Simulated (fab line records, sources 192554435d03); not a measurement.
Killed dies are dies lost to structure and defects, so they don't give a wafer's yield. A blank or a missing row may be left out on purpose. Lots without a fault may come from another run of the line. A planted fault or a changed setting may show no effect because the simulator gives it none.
Chamber matching | flow n5_finfet | N5_BEOL_M3_ILD_DEP_00 on pecvd-02: 3 sister chambers
The step deposits SiOC from DEMS/O2, target thk 79 nm, time 15.3 s. 14 wafers are shown with their chamber, then 7 later ones without.

WAFERS WITH THEIR CHAMBER
wafer  | chamber | throttle_valve_pct (%) | showerhead_plenum_p_Torr (Torr) | heater_power_w (W)
L075.3 | 1       | 12.4                   | 5.687                           | 536
L075.5 | 0       | 12.0                   | 5.727                           | 587
L075.6 | 2       | 11.5                   | 5.709                           | 498
L076.1 | 1       | 12.2                   | 5.688                           | 539
L076.4 | 0       | 12.4                   | 5.695                           | 609
L076.5 | 1       | 12.4                   | 5.702                           | 540
L079.1 | 0       | 11.7                   | 5.723                           | 648
L079.4 | 1       | 12.5                   | 5.697                           | 574
L079.6 | 0       | 12.2                   | 5.718                           | 632
L082.2 | 0       | 12.0                   | 5.699                           | 623
L082.4 | 0       | 11.7                   | 5.712                           | 625
L082.5 | 0       | 11.9                   | 5.711                           | 651
L087.1 | 1       | 12.2                   | 5.686                           | 582
L087.2 | 2       | 10.8                   | 5.725                           | 594

SIGNATURES (means of the wafers above)
reading                  | chamber 0 | chamber 1 | chamber 2 | scatter within a chamber
throttle_valve_pct       | 11.986    | 12.340    | 11.150    | 0.253
showerhead_plenum_p_Torr | 5.71214   | 5.69200   | 5.71700   | 0.0103
heater_power_w           | 625.00    | 554.20    | 546.00    | 29.4
Rule: a wafer's distance from a chamber is the root of the sum, over the readings, of the square of ((its reading less the chamber's mean) divided by the reading's scatter). The wafer belongs to the nearest chamber; if the next one is less than 2 further off, it can't be placed. The scatter: the root of (the sum of the squares of (reading less its chamber's mean) over the shown wafers, divided by (wafers less chambers)).

WAFERS WITHOUT THEIR CHAMBER
wafer  | throttle_valve_pct (%) | showerhead_plenum_p_Torr (Torr) | heater_power_w (W)
L087.4 | 12.1                   | 5.695                           | 594
L086.2 | 12.3                   | 5.695                           | 598
L086.4 | 11.9                   | 5.716                           | 621
L086.6 | 12.3                   | 5.705                           | 603
L097.1 | 11.0                   | 5.726                           | 601
L097.4 | 12.4                   | 5.699                           | 575
L097.6 | 10.5                   | 5.692                           | 600

WHICH CHAMBER EACH WENT THROUGH
wafer  | from the rows above     | in truth
L087.4 | can't be placed: 1 or 0 | 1
L086.2 | can't be placed: 1 or 0 | 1
L086.4 | 0                       | 0
L086.6 | can't be placed: 0 or 1 | 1
L097.1 | 2                       | 2
L097.4 | can't be placed: 1 or 0 | 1
L097.6 | 2                       | 2
Placed correctly: 3 of 7. Can't be placed from these rows: 4 (the true chamber is among the candidates in 4). Placed wrongly: 0.
